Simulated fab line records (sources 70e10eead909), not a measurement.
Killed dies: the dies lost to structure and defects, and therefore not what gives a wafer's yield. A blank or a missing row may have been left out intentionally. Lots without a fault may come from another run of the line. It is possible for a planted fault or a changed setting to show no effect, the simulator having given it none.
Which tool was responsible?    flow nand_harc    Sampling: 6 lots, 18 wafers, 2 of 1302 route steps

== WHAT THE GAUGES SHOWED, per wafer ==
NHARC_P_ZERO_WELL_CD_MEAS_52: target cd 2000 nm.
lot   measured      on         cd_nm (nm)
L294  day 2 14:29   cd_sem-02  2001.7 2000.8 2002.2
L299  day 4 13:37   cd_sem-02  1883.1 1884.5 1885.5
L308  day 8 07:43   cd_sem-02  1997.9 1999.5 1999.3
L311  day 9 13:47   cd_sem-02  2001.6 1999.2 2002.4
L314  day 10 19:46  cd_sem-03  2001.8 2000.8 1997.6
L316  day 11 15:46  cd_sem-02  1999.5 2002.2 1999.3

== WHAT TOOL EACH LOT RAN ON (gives the tool, then ch and the chambers of the sampled wafers, and finally the start) ==
lot   NHARC_P_ZERO_WELL_EXPOSE_49
L294  krf_scanner-04 ch 0, day 2 14:20
L299  krf_scanner-02 ch 0, day 4 13:27
L308  krf_scanner-02 ch 0, day 8 07:33
L311  krf_scanner-02 ch 0, day 9 13:38
L314  krf_scanner-03 ch 0, day 10 19:37
L316  krf_scanner-02 ch 0, day 11 15:36
- NHARC_P_ZERO_WELL_EXPOSE_49: exposes mask P HVPW, target cd 2000 nm.

== THE ANSWER, worked out from the rows above alone ==
Rule: the usual values come from the lots themselves. Put in order of their means at a reading, lots are off if they are a third of the lots or fewer, leave a main group of 4 or more, and stand apart from it by a gap of 3 or more times the standard deviation of the main group's means; of several such gaps the widest counts. A main group whose means are all the same, to the digits that the tables above print for the reading, isn't used. A lot without any number at a reading at which 4 lots or more have one is off too. Any other lot the step has rows for is counted as sound.
Off at NHARC_P_ZERO_WELL_CD_MEAS_52 (cd_nm): L299. The main group: mean 2000.4 nm, standard deviation 0.91.
A tool fits if, at a process step before that reading, it ran every lot that is off, and no sound lot after the first of them. Gauges at NHARC_P_ZERO_WELL_CD_MEAS_52: tried the same way as those tools. No candidate that was tried fits.

== WHAT WAS PUT IN BY THE SIMULATOR ==
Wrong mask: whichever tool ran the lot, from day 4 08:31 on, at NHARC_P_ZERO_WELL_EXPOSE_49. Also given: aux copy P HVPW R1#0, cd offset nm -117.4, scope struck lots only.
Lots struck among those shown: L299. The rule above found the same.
